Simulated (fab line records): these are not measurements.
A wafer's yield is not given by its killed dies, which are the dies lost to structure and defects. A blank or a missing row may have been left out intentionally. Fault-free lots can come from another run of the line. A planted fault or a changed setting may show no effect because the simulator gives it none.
Which tool was responsible? | flow n5_finfet | 11 lots, 33 wafers sampled, at 2 steps of a route of 1938

WHAT EACH GAUGE READ, for each wafer
N5_BEOL_M14_OVL_MEAS_29.
lot  | measured     | on         | M14_OVL (nm)
L425 | day 11 21:09 | overlay-02 | 2 10 3
L426 | day 12 01:47 | overlay-01 | 2 2 0
L430 | day 12 15:01 | overlay-02 | -5 -1 1
L435 | day 14 17:38 | overlay-01 | 5 6 0
L437 | day 14 23:02 | overlay-01 | 10 8 10
L436 | day 15 12:13 | overlay-01 | -6 11 7
L439 | day 15 20:10 | overlay-01 | -3 2 -1
L440 | day 16 03:58 | overlay-01 | 7 -3 5
L444 | day 17 08:10 | overlay-02 | -1 0 8
L447 | day 18 05:56 | overlay-01 | 2 2 6
L448 | day 18 16:07 | overlay-01 | 11 12 8

TOOL THAT RAN EACH LOT (tool first, then ch and the chambers of the sampled wafers, then the start)
lot  | N5_BEOL_M14_ILD_DEP_00
L425 | pecvd-04 ch 0,1,2, day 11 19:38
L426 | pecvd-04 ch 0,1,2, day 12 00:09
L430 | pecvd-03 ch 0,1,2, day 12 13:31
L435 | pecvd-03 ch 0,1, day 14 16:03
L437 | pecvd-02 ch 0,2, day 14 21:27
L436 | pecvd-03 ch 0,2, day 15 10:40
L439 | pecvd-02 ch 0,1, day 15 18:33
L440 | pecvd-03 ch 0,1,2, day 16 02:26
L444 | pecvd-02 ch 0,2, day 17 06:47
L447 | pecvd-03 ch 0,1,2, day 18 04:17
L448 | pecvd-02 ch 0,1,2, day 18 14:44
- N5_BEOL_M14_ILD_DEP_00: deposits SiO2 from TEOS/O2, target thk 1119.3 nm, time 237.4 s.

THE ANSWER, worked out from the rows above alone
Rule: usual is defined by the lots themselves. The widest of any qualifying gaps counts: lots, ordered by their means at a reading, are off when they make up no more than a third of the lots, leave a main group of 4 or more, and stand apart from it by 3 or more times the standard deviation of that group's means. A main group is skipped when, at the precision printed for the reading in the tables above, its means are all equal. Also off: a lot with no number at a reading for which 4 or more lots have one. All remaining lots with rows at the step are treated as sound.
No lot is off at any reading shown: from this, nothing can be told.

WHAT THE SIMULATOR HAD INSERTED
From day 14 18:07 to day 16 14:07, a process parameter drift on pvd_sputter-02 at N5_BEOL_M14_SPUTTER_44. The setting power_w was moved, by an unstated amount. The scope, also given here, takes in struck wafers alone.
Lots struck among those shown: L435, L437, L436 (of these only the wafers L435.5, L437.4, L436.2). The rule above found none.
